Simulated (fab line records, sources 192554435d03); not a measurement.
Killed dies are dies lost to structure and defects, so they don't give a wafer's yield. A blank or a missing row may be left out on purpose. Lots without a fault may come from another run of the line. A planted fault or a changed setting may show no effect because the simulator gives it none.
One fault seen from 2 desks | flow n5_finfet | each desk has only its own numbers; what lay behind them comes last

THE TOOL OWNER'S DESK: ald_metal-03
The tool's own readings at N5_HKMG_FIN_NWFM_ALD_20 (deposits TiAlC, target thk 2 nm, pulse time 3 s, purge time 2 s): means of the sampled wafers that have a number, for each lot that ran on this tool. A lot is out of limits, marked OUT, if its mean lies more than 4 standard deviations from the usual mean; the brackets give that distance.
Columns: A = heater_power_w at N5_HKMG_FIN_NWFM_ALD_20, usual 481 W; B = precursor_pulse_height_rel at N5_HKMG_FIN_NWFM_ALD_20, usual 1.002
lot  | first seen here | A   | B
L683 | day 4 05:25     | 523 | 0.986
L684 | day 4 17:22     | 502 | 1.012
L693 | day 6 23:43     | 509 | 1.010
L695 | day 7 04:38     | 499 | 0.998
L696 | day 7 12:21     | 492 | 0.975
This desk's finding: nothing out of limits on any of the 5 lots.

THE METROLOGY DESK
What the gauges read, lot by lot, whatever tool the lot ran on: means of the sampled wafers that have a number. A lot is out of limits, marked OUT, if its mean lies more than 4 standard deviations from the usual mean; the brackets give that distance. Of its 10 readings 7 are shown: those that lie furthest out on some lot.
Columns: A = DIBL_N at N5_BEOL_M4_RC_MEAS_101, usual 36.8 mV/V; B = DIBL_P at N5_BEOL_M4_RC_MEAS_101, usual 37.1 mV/V; C = IOFF_N at N5_BEOL_M4_RC_MEAS_101, usual 0.168 nA/um; D = IOFF_P at N5_BEOL_M4_RC_MEAS_101, usual 0.22 nA/um; E = ION_N at N5_BEOL_M4_RC_MEAS_101, usual 679 uA/um; F = VT_N at N5_BEOL_M4_RC_MEAS_101, usual 248.8 mV; G = VT_P at N5_BEOL_M4_RC_MEAS_101, usual -250 mV
lot  | first seen here | A    | B    | C     | D    | E   | F     | G
L683 | day 7 12:11     | 37.3 | 38.3 | 0.184 | 0.22 | 675 | 247.4 | -251
L684 | day 8 02:38     | 37.6 | 38.8 | 0.194 | 0.27 | 684 | 247.4 | -247
L687 | day 8 11:34     | 37.0 | 38.6 | 0.172 | 0.24 | 681 | 248.4 | -249
L693 | day 10 00:07    | 38.6 | 39.9 | 0.178 | 0.25 | 668 | 251.3 | -249
L694 | day 10 21:23    | 34.5 | 33.3 | 0.132 | 0.17 | 667 | 251.8 | -254
L695 | day 11 00:38    | 37.1 | 40.0 | 0.150 | 0.27 | 663 | 254.1 | -245
L696 | day 11 02:07    | 35.4 | 33.9 | 0.127 | 0.21 | 659 | 253.8 | -249
L704 | day 13 00:08    | 37.8 | 37.8 | 0.188 | 0.24 | 698 | 248.1 | -249
L706 | day 14 02:40    | 37.0 | 36.8 | 0.158 | 0.22 | 674 | 250.4 | -248
This desk's finding: nothing out of limits on any of the 9 lots.

PUT TOGETHER
The tool owner's desk saw nothing out of limits.
The metrology desk saw nothing out of limits.

WHAT THE SIMULATOR HAD PUT IN
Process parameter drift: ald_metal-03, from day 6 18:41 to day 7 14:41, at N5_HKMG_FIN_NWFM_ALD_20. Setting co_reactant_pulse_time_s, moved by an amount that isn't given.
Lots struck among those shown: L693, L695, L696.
